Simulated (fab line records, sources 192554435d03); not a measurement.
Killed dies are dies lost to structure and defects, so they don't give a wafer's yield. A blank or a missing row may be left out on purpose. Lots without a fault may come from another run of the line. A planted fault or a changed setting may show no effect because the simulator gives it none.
A struck lot beside a sound one | flow n5_finfet | 15 steps out of a route of 1938
Sound: wafers L739.1, L739.2, L739.5. Struck: wafers L751.1, L751.4. The cause comes at the end.
At each step with rows: each side's tool, then ch and its chambers, then its first start. Under that, the readings that differ: sound wafers | struck wafers | difference of the means | sigmas: that difference in standard deviations of wafers without a fault.
alike: readings whose means differ by less than 2 such deviations, and words and numbers that are the same on both sides. not compared: withheld readings, readings that some wafer has no value for, bounds like >300 that may hide the same value, and numbers for which the record gives no deviation and whose values overlap.
The two part at a step that has a row with sigmas, a row that says differs or no value, or rows on one side only. Numbers that don't overlap but have no deviation are shown without sigmas and don't part them. A reading that every wafer of one side lacks parts them only if that side has two wafers or more.

first, 7 steps without rows for these wafers: N5_BEOL_M12_COAT_22 (resist thk 300 nm); N5_BEOL_M12_EBR_24; N5_BEOL_M12_SOFTBAKE_23 (time 60 s); N5_BEOL_M12_EXPOSE_25 (exposes mask M12); N5_BEOL_M12_PEB_26 (peb time 90 s); N5_BEOL_M12_DEVELOP_27 (develop time 45 s); N5_BEOL_M12_HARDBAKE_32 (time 120 s).
N5_BEOL_M12_CD_MEAS_28: target cd 160.2 nm.
  sound on cd_sem-03 ch 0, day 12 17:44; struck on cd_sem-01 ch 0, day 15 22:44
  reading    | sound             | struck      | difference | sigmas
  cd_nm (nm) | 160.7 160.4 162.4 | 156.2 157.5 | -4.3       | -3
N5_BEOL_M12_OVL_MEAS_29:
  sound on overlay-02 ch 0, day 12 17:46; struck on overlay-02 ch 0, day 15 22:46
  alike: M12_OVL
N5_BEOL_M12_INSPECT_30: inspects for defects (macro).
  sound on defect_inspect-01, day 12 17:47; struck on defect_inspect-01, day 15 22:47
  alike: raw_defect_count
N5_BEOL_M12_DESCUM_33: chemistry O2, time 7.9 s.
  sound on rie_diel-03 ch 0,1,3, day 12 17:54; struck on rie_diel-03 ch 1,3, day 15 22:50
  alike: chamber_pressure_mTorr, drypump_motor_current_A, oes_product_au, rf_vpp_V, showerhead_plenum_p_Torr, temp_c, throttle_valve_pct
  not compared: rf_hours_counter_h
N5_BEOL_M12_ETCH_67: etches SiARC in CF4, target depth 143 nm, time 238.3 s.
  sound on rie_diel-03 ch 0,1,3, day 12 17:56; struck on rie_diel-03 ch 1,3, day 15 22:52
  alike: chamber_pressure_mTorr, drypump_motor_current_A, etch_rf_on_time_s, oes_product_au, rf_vpp_V, showerhead_plenum_p_Torr, throttle_valve_pct
  not compared: rf_hours_counter_h
N5_BEOL_M12_ETCH_68: etches SOC in N2/H2, time 285 s.
  sound on rie_diel-03 ch 0,1,3, day 12 18:20; struck on rie_diel-03 ch 1,3, day 15 23:01
  reading                                     | sound          | struck  | difference | sigmas
  model.SiARC_of_BEOL_M12_COAT_66.thk_nm (nm) | 86.4 86.8 86.4 | 89.4 89 | +2.7       |
  alike: chamber_pressure_mTorr, drypump_motor_current_A, oes_product_au, rf_vpp_V, showerhead_plenum_p_Torr, temp_c, throttle_valve_pct
  not compared: rf_hours_counter_h
then, 2 steps without rows for these wafers: N5_BEOL_M12_STRIP_69 (strips in N2/H2); N5_PASSIVATION_PROBE_49.

WHERE THEY PART
Only at N5_BEOL_M12_CD_MEAS_28, within this record. Later steps at which nothing parts them and some readings are alike: N5_BEOL_M12_OVL_MEAS_29, N5_BEOL_M12_INSPECT_30, N5_BEOL_M12_DESCUM_33, N5_BEOL_M12_ETCH_67, N5_BEOL_M12_ETCH_68.

WHY: what the simulator had put in
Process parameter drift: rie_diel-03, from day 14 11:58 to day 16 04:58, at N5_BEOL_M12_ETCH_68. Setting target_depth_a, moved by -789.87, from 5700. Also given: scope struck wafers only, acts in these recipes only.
